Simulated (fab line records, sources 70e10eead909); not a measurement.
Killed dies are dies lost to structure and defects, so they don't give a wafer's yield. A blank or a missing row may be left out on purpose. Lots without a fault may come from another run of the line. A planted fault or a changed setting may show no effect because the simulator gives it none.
Which tool did it? | flow nand_harc | 24 lots, 72 wafers sampled, at 2 steps of a route of 1302

WHAT THE GAUGES READ, wafer by wafer
NHARC_A_BLC_CD_MEAS_19. Usual: cd_nm 99.8 nm, standard deviation 2.3.
lot  | measured     | on        | cd_nm (nm)        | flag
L074 | day 22 09:02 | cd_sem-03 | 99.2 98.5 97.1    |
L075 | day 23 12:56 | cd_sem-03 | 100.1 100.8 100.6 |
L078 | day 24 03:35 | cd_sem-03 | 96.7 102.6 97.7   |
L076 | day 24 05:04 | cd_sem-03 | 100.0 102.9 96.7  |
L077 | day 24 08:20 | cd_sem-03 | 100.7 99.4 103.1  |
L079 | day 24 17:02 | cd_sem-01 | 96.8 101.5 101.1  |
L080 | day 25 16:25 | cd_sem-02 | 102.2 98.6 98.9   |
L082 | day 25 18:13 | cd_sem-03 | 104.7 98.2 98.1   |
L081 | day 25 21:58 | cd_sem-02 | 99.2 97.7 97.2    |
L084 | day 26 10:56 | cd_sem-02 | 98.6 100.0 95.7   |
L083 | day 26 14:25 | cd_sem-02 | 97.0 97.4 99.4    |
L086 | day 27 10:39 | cd_sem-02 | 97.7 104.0 99.5   |
L087 | day 27 17:47 | cd_sem-01 | 98.7 104.3 98.9   |
L085 | day 27 19:31 | cd_sem-03 | 101.0 98.6 99.7   |
L088 | day 27 23:19 | cd_sem-02 | 102.1 97.0 94.9   |
L089 | day 28 07:10 | cd_sem-01 | 103.5 98.9 98.0   |
L090 | day 28 20:06 | cd_sem-01 | 100.8 104.3 98.6  |
L091 | day 29 12:41 | cd_sem-01 | 102.1 103.4 101.8 |
L092 | day 30 04:05 | cd_sem-01 | 99.9 101.7 99.2   |
L093 | day 30 23:46 | cd_sem-01 | 98.2 101.1 97.5   |
L094 | day 31 04:31 | cd_sem-02 | 99.9 100.3 100.4  |
L095 | day 31 06:00 | cd_sem-01 | 96.4 100.3 96.7   |
L096 | day 31 11:15 | cd_sem-03 | 101.1 99.4 97.6   |
L097 | day 31 17:20 | cd_sem-02 | 97.1 95.2 102.3   |

WHICH TOOL RAN EACH LOT (tool, then ch and the chambers of the sampled wafers, then the start)
lot  | NHARC_A_CONTACT_STRIP_26
L074 | rie_diel-03 ch 1,2, day 22 09:02 or earlier
L075 | rie_diel-10 ch 0,1,3, day 23 12:56 or earlier
L078 | rie_diel-05 ch 0,1, day 24 03:35 or earlier
L076 | rie_diel-03 ch 0,1,2, day 24 05:04 or earlier
L077 | rie_diel-10 ch 0,2,3, day 24 08:20 or earlier
L079 | rie_diel-05 ch 2,3, day 24 17:02 or earlier
L080 | rie_diel-10 ch 1,3, day 25 16:25 or earlier
L082 | rie_diel-10 ch 0,2,3, day 25 18:13 or earlier
L081 | rie_diel-05 ch 0,2,3, day 25 21:58 or earlier
L084 | rie_diel-03 ch 1,2,3, day 26 10:56 or earlier
L083 | rie_diel-10 ch 0,2,3, day 26 14:25 or earlier
L086 | rie_diel-10 ch 0,2, day 27 10:39 or earlier
L087 | rie_diel-05 ch 0,3, day 27 17:47 or earlier
L085 | rie_diel-05 ch 0,1, day 27 19:31 or earlier
L088 | rie_diel-05 ch 0,1,2, day 27 23:19 or earlier
L089 | rie_diel-03 ch 0,2,3, day 28 07:10 or earlier
L090 | rie_diel-10 ch 0,2,3, day 28 20:06 or earlier
L091 | rie_diel-05 ch 1,2, day 29 12:41 or earlier
L092 | rie_diel-03 ch 0,1,3, day 30 04:05 or earlier
L093 | rie_diel-05 ch 0,1,3, day 30 23:46 or earlier
L094 | rie_diel-05 ch 0,1,2, day 31 04:31 or earlier
L095 | rie_diel-10 ch 0,1, day 31 06:00 or earlier
L096 | rie_diel-10 ch 0,2, day 31 11:15 or earlier
L097 | rie_diel-10 ch 0,1, day 31 17:20 or earlier
- NHARC_A_CONTACT_STRIP_26: strips in O2.

WHAT THE TOOLS THEMSELVES READ (means of the sampled wafers that have a number; where no wafer has one, the mark that the record gives instead)
NHARC_A_CONTACT_STRIP_26. Usual: drypump_motor_current_A 5.6 A, standard deviation 0.55; o2_flow_sccm 500.0 sccm, standard deviation 1.4; oes_product_au 0.999 a.u., standard deviation 0.0084; rf_vpp_V 57.8 V, standard deviation 1; showerhead_plenum_p_Torr 3.53 Torr, standard deviation 0.14; throttle_valve_pct 17.036 %, standard deviation 0.0093.
lot  | tool        | drypump_motor_current_A (A) | o2_flow_sccm (sccm) | oes_product_au (a.u.) | rf_vpp_V (V) | showerhead_plenum_p_Torr (Torr) | throttle_valve_pct (%) | flag
L074 | rie_diel-03 | 5.9                         | 499.8               | 1.006                 | 59.3         | 3.75                            | 17.030                 |
L075 | rie_diel-10 | 5.5                         | 500.1               | 0.997                 | 57.9         | 3.47                            | 17.039                 |
L078 | rie_diel-05 | 5.5                         | 501.3               | 1.014                 | 57.6         | 3.53                            | 17.036                 |
L076 | rie_diel-03 | 5.9                         | 499.3               | 1.004                 | 58.0         | 3.60                            | 17.038                 |
L077 | rie_diel-10 | 5.4                         | 500.8               | 1.000                 | 58.3         | 3.60                            | 17.036                 |
L079 | rie_diel-05 | 5.5                         | 498.3               | 1.009                 | 57.1         | 3.48                            | 17.037                 |
L080 | rie_diel-10 | 5.8                         | 499.2               | 1.000                 | 57.6         | 3.40                            | 17.030                 |
L082 | rie_diel-10 | 5.5                         | 500.2               | 0.999                 | 57.7         | 3.60                            | 17.028                 |
L081 | rie_diel-05 | 5.4                         | 499.1               | 1.013                 | 57.9         | 3.45                            | 17.038                 |
L084 | rie_diel-03 | 5.6                         | 500.0               | 0.997                 | 58.7         | 3.58                            | 17.042                 |
L083 | rie_diel-10 | 5.5                         | 499.9               | 0.999                 | 58.1         | 3.59                            | 17.032                 |
L086 | rie_diel-10 | 5.7                         | 501.0               | 0.998                 | 57.5         | 3.58                            | 17.034                 |
L087 | rie_diel-05 | 5.1                         | 500.4               | 0.991                 | 57.7         | 3.41                            | 17.032                 |
L085 | rie_diel-05 | 5.5                         | 500.9               | 0.996                 | 57.9         | 3.52                            | 17.030                 |
L088 | rie_diel-05 | 5.6                         | 498.9               | 1.000                 | 57.8         | 3.54                            | 17.042                 |
L089 | rie_diel-03 | 5.6                         | 499.1               | 1.004                 | 57.6         | 3.44                            | 17.039                 |
L090 | rie_diel-10 | 5.5                         | 499.5               | 0.998                 | 58.9         | 3.58                            | 17.029                 |
L091 | rie_diel-05 | 5.6                         | 500.3               | 0.990                 | 58.2         | 3.62                            | 17.037                 |
L092 | rie_diel-03 | 5.9                         | 501.0               | 0.996                 | 57.8         | 3.49                            | 17.035                 |
L093 | rie_diel-05 | 5.3                         | 500.7               | 1.001                 | 57.5         | 3.50                            | 17.026                 |
L094 | rie_diel-05 | 5.6                         | 499.5               | 0.991                 | 58.3         | 3.54                            | 17.031                 |
L095 | rie_diel-10 | 6.1                         | 499.4               | 0.987                 | 57.4         | 3.38                            | 17.038                 |
L096 | rie_diel-10 | 6.0                         | 499.9               | 0.997                 | 56.5         | 3.64                            | 17.041                 |
L097 | rie_diel-10 | 6.2                         | 500.8               | 0.997                 | 58.1         | 3.38                            | 17.033                 |

THE ANSWER, worked out from the rows above alone
Rule: a lot is off if the mean of its wafers that have a number lies more than 3 standard deviations from the usual mean. A lot without any number at a reading at which 4 lots or more have one is off too. The other lots that the step has rows for count as sound. The gauges are gone through in route order, then the tools' own readings, and for those a lot's mean is taken as printed above. The first step at which some lot is off is used, and at that step the reading that is off furthest; a lot without a number counts as furthest.
No lot is off at any reading shown: from this, nothing can be told.

WHAT THE SIMULATOR HAD PUT IN
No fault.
